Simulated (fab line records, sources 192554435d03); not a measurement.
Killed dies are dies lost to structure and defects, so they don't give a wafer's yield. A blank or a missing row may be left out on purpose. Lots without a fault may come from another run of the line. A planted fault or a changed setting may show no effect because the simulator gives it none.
One fault seen from 2 desks | flow n5_finfet | each desk has only its own numbers; what lay behind them comes last

THE METROLOGY DESK
What the gauges read, lot by lot, whatever tool the lot ran on: means of the sampled wafers that have a number. A lot is out of limits, marked OUT, if its mean lies more than 4 standard deviations from the usual mean; the brackets give that distance.
Columns: A = cd_nm at N5_BEOL_M14_CD_MEAS_28, usual 284.5 nm
lot  | first seen here | A
L406 | day 11 21:15    | 284.3
L404 | day 11 22:55    | 283.4
L405 | day 12 00:15    | 284.6
L407 | day 12 12:49    | 284.8
L408 | day 13 06:14    | 286.5
L418 | day 15 10:50    | 285.1
L416 | day 15 11:28    | 285.0
L421 | day 16 23:51    | 285.5
L423 | day 17 08:38    | 283.5
L425 | day 18 08:28    | 283.7
L426 | day 18 13:57    | 283.9
This desk's finding: nothing out of limits on any of the 11 lots.

THE TOOL OWNER'S DESK: rie_diel-06
The tool's own readings at N5_BEOL_M14_TRENCH_ETCH_34 (etches SiO2 in C4F8/O2/Ar, target depth 556.65 nm, time 126.9 s): means of the sampled wafers that have a number, for each lot that ran on this tool. A lot is out of limits, marked OUT, if its mean lies more than 4 standard deviations from the usual mean; the brackets give that distance.
Columns: A = bias_w at N5_BEOL_M14_TRENCH_ETCH_34, usual 2040 W; B = drypump_motor_current_A at N5_BEOL_M14_TRENCH_ETCH_34, usual 5.6 A; C = oes_f_703_au at N5_BEOL_M14_TRENCH_ETCH_34, usual 0.80 a.u.; D = oes_product_au at N5_BEOL_M14_TRENCH_ETCH_34, usual 0.80 a.u.; E = rf_vpp_V at N5_BEOL_M14_TRENCH_ETCH_34, usual 2240 V; F = showerhead_plenum_p_Torr at N5_BEOL_M14_TRENCH_ETCH_34, usual 3.45 Torr; G = throttle_valve_pct at N5_BEOL_M14_TRENCH_ETCH_34, usual 30.8 %
lot  | first seen here | A              | B   | C    | D    | E    | F    | G
L406 | day 11 21:47    | 2045           | 5.9 | 0.79 | 0.79 | 2217 | 3.50 | 31.0
L404 | day 11 23:31    | 2041           | 5.5 | 0.85 | 0.86 | 2235 | 3.43 | 30.7
L418 | day 15 11:23    | 2215 (+32) OUT | 5.6 | 0.80 | 0.80 | 2377 | 3.39 | 30.8
L416 | day 15 12:02    | 2216 (+33) OUT | 5.9 | 0.77 | 0.77 | 2344 | 3.49 | 31.1
This desk's finding: out of limits on L416, L418; first on L418, day 15 11:23 (bias_w at N5_BEOL_M14_TRENCH_ETCH_34). In limits: L406, L404.

PUT TOGETHER
The tool owner's desk could have raised an alarm at day 15 11:23, on L416, L418.
The metrology desk saw nothing out of limits.
The metrology desk has L416, L418 on record, within its limits.
Of the lots named, all ran N5_BEOL_M14_TRENCH_ETCH_34 on rie_diel-06.

WHAT THE SIMULATOR HAD PUT IN
Process parameter drift: rie_diel-06, from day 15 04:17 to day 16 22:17, at N5_BEOL_M14_TRENCH_ETCH_34. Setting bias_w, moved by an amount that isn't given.
Lots struck among those shown: L416, L418.
Hours from the fault's start to each desk's first reading out of limits: the tool owner's desk, 7.
